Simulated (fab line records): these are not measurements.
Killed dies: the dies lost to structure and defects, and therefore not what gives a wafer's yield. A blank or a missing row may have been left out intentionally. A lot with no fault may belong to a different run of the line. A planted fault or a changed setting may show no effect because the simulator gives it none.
Comparing a struck lot with a sound one | flow n5_finfet | 37 out of 1938 route steps
Sound: the wafers L776.1, L776.3, L776.4. The struck wafers were L783.3, L783.4, L783.5. The cause is given at the end.
For every step that has rows: the tool of each side, followed by ch and its chambers, followed by its first start. Under that, the readings that differ: sound wafers | struck wafers | difference of the means | sigmas: that difference in standard deviations of wafers without a fault.
alike: readings whose means differ by less than 2 such deviations, and words and numbers that are the same on both sides. not compared: withheld readings, readings that some wafer has no value for, bounds like >300 that may hide the same value, and numbers for which the record gives no deviation and whose values overlap.
The two part at a step that has a row with sigmas, a row that says differs or no value, or rows on one side only. Non-overlapping numbers with no deviation appear without sigmas and do not part them. Lack of a reading on every wafer of one side parts them only where that side has two or more wafers.

first, 9 steps without rows for these wafers: N5_BEOL_M4_ANNEAL_95 (time 240 s); N5_BEOL_M4_SPUTTER_96 (material Cu, target thk 4.5 nm, time 8.29 s); N5_BEOL_M4_ECD_50 (material Cu, target thk 300 nm); N5_BEOL_M4_ANNEAL_51 (time 90 s); N5_BEOL_M4_CMP_52 (polishes, stops on SiOC, t overpolish 6.8 s, target thk 40 nm); N5_BEOL_M4_PRE_CLEAN_60 (time 15 s); N5_BEOL_M4_CO_CAP_55 (material Co, precursor CCTBA/H2, target thk 2 nm, time 102.1 s); N5_BEOL_M4_PRE_CLEAN_56 (time 15 s); N5_BEOL_M4_DEP_57 (deposits SiCN from 3MS/NH3, target thk 8 nm, time 14 s).
N5_BEOL_M4_RC_MEAS_101:
  sound on prober-01 ch 0, day 9 21:03; struck on prober-01 ch 0, day 12 02:35
  alike: DIBL_N, DIBL_P, IOFF_N, IOFF_P, ION_N, ION_P, SS_N, SS_P, VT_N, VT_P
then, 24 steps without rows for these wafers: N5_BEOL_M5_ILD_DEP_00 (deposits SiCOH lowk from DEMS/porogen, target thk 140.64 nm, time 25.9 s); N5_BEOL_M5_CURE_79 (cures SiCOH lowk, time 240 s); N5_BEOL_M5_PECVD_70 (deposits SiO2 from TEOS/O2, target thk 16 nm, time 18 s); N5_BEOL_M5_HM_DEP_02 (deposits TiN, target thk 20 nm); N5_BEOL_M5_COAT_59 (time 60 s, resist thk 60 nm); N5_BEOL_M5_COAT_60 (time 60 s, resist thk 12 nm); N5_BEOL_M5_COAT_71 (time 60 s, resist thk 5 nm); N5_BEOL_M5_COAT_05 (resist thk 30 nm); N5_BEOL_M5_EBR_07; N5_BEOL_M5_SOFTBAKE_06 (time 60 s); N5_BEOL_M5_EXPOSE_08 (exposes mask M5, target cd 28 nm); N5_BEOL_M5_PEB_09 (peb time 60 s); N5_BEOL_M5_DEVELOP_10 (develop time 30 s); N5_BEOL_M5_DESCUM_16 (chemistry O2, time 7 s); N5_BEOL_M5_ETCH_72 (etches underlayer in N2/H2, target depth 6.5 nm, time 5.2 s); N5_BEOL_M5_ETCH_61 (etches SiARC in CF4, target depth 15.6 nm, time 26 s); N5_BEOL_M5_ETCH_62 (etches SOC in N2/H2, target depth 75 nm, overetch 15 nm, time 112.5 s); N5_BEOL_M5_STRIP_63 (strips in N2/H2); N5_BEOL_M5_STRIP_73 (strips in N2/H2); N5_BEOL_M5_STRIP_64 (strips in CF4); N5_BEOL_M5_HM_OPEN_17 (chemistry Cl2/BCl3, target TiN, target depth 20 nm, overetch 6 nm); N5_BEOL_M5_STRIP_19 (strips in O2); N5_BEOL_M5_COAT_65 (time 60 s, resist thk 60 nm); N5_BEOL_M5_COAT_66 (time 60 s, resist thk 12 nm).
N5_BEOL_M5_ETCH_67: etches SiARC in CF4, target depth 15.6 nm, time 26 s.
  sound on rie_diel-01 ch 2,3, day 10 02:25; struck on rie_diel-01 ch 1,2,3, day 12 10:04
  no value came back on the struck wafers for any of 8 readings (bias_w (W), cf4_flow_sccm (sccm) and others); on the sound wafers bias_w (W) reads 36.08 36.21 36.07
  reading                                      | sound      | struck         | difference | sigmas
  model.CAR-EUV_of_BEOL_M5_COAT_22.thk_nm (nm) | 11 11.2 11 | 20.2 20.4 20.2 | +9.2       |
  not compared: rf_hours_counter_h
N5_BEOL_M5_ETCH_68: etches SOC in N2/H2, target depth 80 nm, overetch 16 nm, time 120 s.
  sound on rie_diel-01 ch 2,3, day 10 02:27; struck on rie_diel-01 ch 1,2,3, day 12 10:05
  reading               | sound          | struck         | difference | sigmas
  oes_product_au (a.u.) | 0.57 0.54 0.58 | 0.27 0.26 0.28 | -0.29      | -7
  alike: bias_w, chamber_pressure_mTorr, drypump_motor_current_A, rf_vpp_V, showerhead_plenum_p_Torr, throttle_valve_pct
  not compared: rf_hours_counter_h
-- here the record skips 4 days between the struck wafers' starts before and after, leaving off in module BEOL_M5 and picking up in module PASSIVATION (first step shown: number 1936 of the route) --
N5_PASSIVATION_PROBE_49:
  sound on prober-01, day 14 15:56; struck on prober-01, day 16 14:31
  reading                  | sound     | struck         | difference | sigmas
  defect_limited_yield (%) | 90.0 90.9 | 0 0 0          | -90        | -60
  killed_at_M4_up          | 11 16     | 1076 1086 1103 | +1075      | +99 or more
  killed_dies              | 118 107   | 1180 1180 1180 | +1068      | +63
  killed_on_rim            | 22 17     | 152 152 152    | +132       | +32
  sort_bin_5_function (%)  | 6.3 5.4   | 97.1 96.2 96.4 | +90.7      | +91
  sort_n_pass              | 1062 1073 | 0 0 0          | -1068      | -63
  sort_yield_pct (%)       | 90.0 90.9 | 0 0 0          | -90        | -60
  alike: killed_at_M0_to_M3, killed_at_contacts, killed_at_front_end, killed_at_other, killed_open, killed_short, sort_bin_6_memory

## WHERE THEY PART
Earliest at N5_BEOL_M5_ETCH_67; latest, in this record, at N5_PASSIVATION_PROBE_49.

WHY: whatever the simulator had introduced
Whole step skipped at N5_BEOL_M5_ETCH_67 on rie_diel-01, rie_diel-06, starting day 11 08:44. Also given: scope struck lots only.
